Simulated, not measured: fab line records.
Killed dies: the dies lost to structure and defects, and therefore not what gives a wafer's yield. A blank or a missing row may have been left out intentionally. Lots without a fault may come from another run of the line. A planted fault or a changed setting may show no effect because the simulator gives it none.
Chamber matching | flow nand-harc | NHARC_P_GATE_DESCUM_48 on rie-diel-11 has 4 sister chambers
The step chemistry O2, time 3 s. 4 wafers are shown with their chamber, then 7 later ones without.

EACH WAFER AND ITS CHAMBER
wafer  | chamber | showerhead-plenum-p-Torr (Torr)
L141.3 | 0       | 1.84
L145.3 | 3       | 1.81
L144.1 | 1       | 2.06
L144.3 | 2       | 1.77

WAFERS WHOSE CHAMBER IS MISSING
wafer  | showerhead-plenum-p-Torr (Torr)
L144.5 | 1.81
L147.1 | 2.06
L147.4 | 1.83
L147.5 | 1.77
L156.1 | 1.80
L156.4 | 1.82
L156.6 | 1.82

WHICH CHAMBER EACH ONE RAN IN
wafer  | from the rows above     | in truth
L144.5 | 3                       | 3
L147.1 | 1                       | 1
L147.4 | can't be placed: 0 or 3 | 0
L147.5 | 2                       | 2
L156.1 | 3                       | 3
L156.4 | can't be placed: 3 or 0 | 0
L156.6 | can't be placed: 3 or 0 | 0
Correct placement for 4 of the 7. Can't be placed from these rows: 3 (the true chamber is among the candidates in 3). Wrongly placed: 0.
How it was worked out, from the rows above alone: a wafer's distance from a chamber is the root of the sum, over the readings, of the square of ((its reading less the chamber's mean) divided by the reading's scatter). If the next closest chamber is less than 2 further off than the closest, the wafer can't be placed; otherwise it belongs to the closest. Each chamber's mean is taken over the wafers shown for it. The scatter: root of mean squared gap, hidden wafer to nearest shown wafer, with one shown wafer a chamber.
